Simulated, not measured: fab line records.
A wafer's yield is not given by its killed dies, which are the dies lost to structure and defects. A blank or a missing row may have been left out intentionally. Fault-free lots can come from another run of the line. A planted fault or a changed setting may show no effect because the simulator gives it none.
Matching of chambers + flow n5 finfet + N5_FIN_SAQP_ETCH_51 on rie diel-05: 4 sister chambers
The step etches SiARC in CF4, target depth 45.5 nm, time 75.8 s. 18 wafers are shown with their chamber, then 9 later ones without.

== WAFERS WITH THEIR CHAMBER ==
| wafer  | chamber | drypump motor current A (A) | showerhead plenum p Torr (Torr) | etch rf on time s (s) |
|--------|---------|-----------------------------|---------------------------------|-----------------------|
| L075.2 | 3       | 6.1                         | 2.14                            | 80.8                  |
| L075.5 | 0       | 5.9                         | 2.12                            | 76.3                  |
| L075.6 | 1       | 5.1                         | 2.19                            | 77.8                  |
| L076.3 | 1       | 5.1                         | 2.19                            | 77.9                  |
| L076.4 | 3       | 6.0                         | 2.14                            | 80.5                  |
| L076.6 | 2       | 4.9                         | 2.07                            | 73.1                  |
| L078.4 | 1       | 5.1                         | 2.18                            | 78.1                  |
| L078.5 | 3       | 6.1                         | 2.14                            | 80.7                  |
| L078.6 | 2       | 4.8                         | 2.07                            | 72.6                  |
| L085.2 | 0       | 5.9                         | 2.11                            | 73.6                  |
| L085.3 | 3       | 6.1                         | 2.14                            | 80.6                  |
| L085.6 | 1       | 5.1                         | 2.18                            | 77.0                  |
| L088.4 | 0       | 5.9                         | 2.11                            | 74.1                  |
| L088.5 | 3       | 6.1                         | 2.13                            | 81.9                  |
| L088.6 | 2       | 4.8                         | 2.06                            | 73.5                  |
| L090.2 | 0       | 5.9                         | 2.11                            | 73.3                  |
| L090.3 | 3       | 6.1                         | 2.13                            | 81.2                  |
| L090.5 | 2       | 4.8                         | 2.06                            | 73.0                  |

SIGNATURES (averages over the wafers above)
| reading                  | chamber 0 | chamber 1 | chamber 2 | chamber 3 | scatter within a chamber |
|--------------------------|-----------|-----------|-----------|-----------|--------------------------|
| drypump motor current A  | 5.900     | 5.100     | 4.825     | 6.083     | 0.0336                   |
| showerhead plenum p Torr | 2.1125    | 2.1850    | 2.0650    | 2.1367    | 0.0054                   |
| etch rf on time s        | 74.325    | 77.700    | 73.050    | 80.950    | 0.757                    |
Rule: for each reading, subtract the chamber's mean from the wafer's reading, divide by that reading's scatter and square the result; add these up over the readings and take the root, which gives the wafer's distance from the chamber. The wafer belongs to the nearest chamber; if the next one is less than 2 further off, it can't be placed. The scatter: the root of (the sum of the squares of (reading less its chamber's mean) over the shown wafers, divided by (wafers less chambers)).

== WAFERS WITHOUT THEIR CHAMBER ==
| wafer  | drypump motor current A (A) | showerhead plenum p Torr (Torr) | etch rf on time s (s) |
|--------|-----------------------------|---------------------------------|-----------------------|
| L093.2 | 4.8                         | 2.05                            | 73.2                  |
| L093.3 | 6.1                         | 2.13                            | 81.2                  |
| L093.6 | 5.9                         | 2.11                            | 74.8                  |
| L094.2 | 5.1                         | 2.17                            | 78.1                  |
| L094.3 | 6.1                         | 2.13                            | 80.8                  |
| L094.5 | 6.1                         | 2.13                            | 80.8                  |
| L095.2 | 6.1                         | 2.13                            | 81.3                  |
| L095.4 | 4.8                         | 2.05                            | 73.7                  |
| L095.5 | 5.9                         | 2.10                            | 74.4                  |

== EACH ONE'S CHAMBER ==
| wafer  | from the rows above | in truth |
|--------|---------------------|----------|
| L093.2 | 2                   | 2        |
| L093.3 | 3                   | 3        |
| L093.6 | 0                   | 0        |
| L094.2 | 1                   | 1        |
| L094.3 | 3                   | 3        |
| L094.5 | 3                   | 3        |
| L095.2 | 3                   | 3        |
| L095.4 | 2                   | 2        |
| L095.5 | 0                   | 0        |
Correctly placed: 9 of 9. Number that these rows cannot place: 0. Placed wrongly: 0.
